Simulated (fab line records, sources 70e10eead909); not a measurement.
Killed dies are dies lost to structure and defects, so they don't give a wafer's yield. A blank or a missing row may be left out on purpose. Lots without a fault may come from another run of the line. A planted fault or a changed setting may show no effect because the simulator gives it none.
Chamber matching | flow nand_harc | NHARC_A_ZERO_WELL_ETCH_13 on rie_si-01: 4 sister chambers
The step etches the open film in HBr/Cl2, target depth 120 nm, time 40.1 s. 16 wafers are shown with their chamber, then 8 later ones without.

WAFERS WITH THEIR CHAMBER
wafer  | chamber | drypump_motor_current_A (A) | oes_product_au (a.u.) | throttle_valve_pct (%)
L075.1 | 2       | 5.5                         | 1.011                 | 26.398
L075.5 | 2       | 5.5                         | 1.004                 | 26.414
L075.6 | 0       | 5.5                         | 1.003                 | 26.418
L076.2 | 0       | 5.5                         | 0.998                 | 26.402
L076.4 | 3       | 6.0                         | 1.004                 | 26.416
L076.6 | 0       | 5.5                         | 1.000                 | 26.407
L080.1 | 1       | 6.4                         | 0.999                 | 26.419
L080.2 | 3       | 5.9                         | 1.005                 | 26.417
L080.5 | 1       | 6.3                         | 1.013                 | 26.412
L081.1 | 2       | 5.5                         | 1.012                 | 26.399
L081.4 | 3       | 6.0                         | 1.014                 | 26.405
L081.6 | 2       | 5.5                         | 1.021                 | 26.403
L084.2 | 0       | 5.5                         | 1.014                 | 26.404
L084.3 | 2       | 5.5                         | 1.014                 | 26.415
L084.5 | 1       | 6.3                         | 0.997                 | 26.404
L087.3 | 3       | 6.0                         | 0.988                 | 26.404

SIGNATURES (means of the wafers above)
reading                 | chamber 0 | chamber 1 | chamber 2 | chamber 3 | scatter within a chamber
drypump_motor_current_A | 5.500     | 6.333     | 5.500     | 5.975     | 0.0344
oes_product_au          | 1.00375   | 1.00300   | 1.01240   | 1.00275   | 0.00819
throttle_valve_pct      | 26.40775  | 26.41167  | 26.40580  | 26.41050  | 0.00751
Rule: a wafer's distance from a chamber is the root of the sum, over the readings, of the square of ((its reading less the chamber's mean) divided by the reading's scatter). The wafer belongs to the nearest chamber; if the next one is less than 2 further off, it can't be placed. The scatter: the root of (the sum of the squares of (reading less its chamber's mean) over the shown wafers, divided by (wafers less chambers)).

WAFERS WITHOUT THEIR CHAMBER
wafer  | drypump_motor_current_A (A) | oes_product_au (a.u.) | throttle_valve_pct (%)
L087.5 | 5.6                         | 1.015                 | 26.405
L087.6 | 6.3                         | 0.997                 | 26.407
L094.1 | 5.5                         | 1.007                 | 26.409
L094.3 | 5.9                         | 1.017                 | 26.410
L094.4 | 5.5                         | 1.027                 | 26.408
L095.1 | 5.5                         | 1.008                 | 26.405
L095.2 | 6.0                         | 1.007                 | 26.414
L095.3 | 6.3                         | 0.998                 | 26.409

WHICH CHAMBER EACH WENT THROUGH
wafer  | from the rows above     | in truth
L087.5 | can't be placed: 2 or 0 | 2
L087.6 | 1                       | 1
L094.1 | can't be placed: 0 or 2 | 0
L094.3 | 3                       | 3
L094.4 | can't be placed: 2 or 0 | 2
L095.1 | can't be placed: 2 or 0 | 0
L095.2 | 3                       | 3
L095.3 | 1                       | 1
Placed correctly: 4 of 8. Can't be placed from these rows: 4 (the true chamber is among the candidates in 4). Placed wrongly: 0.
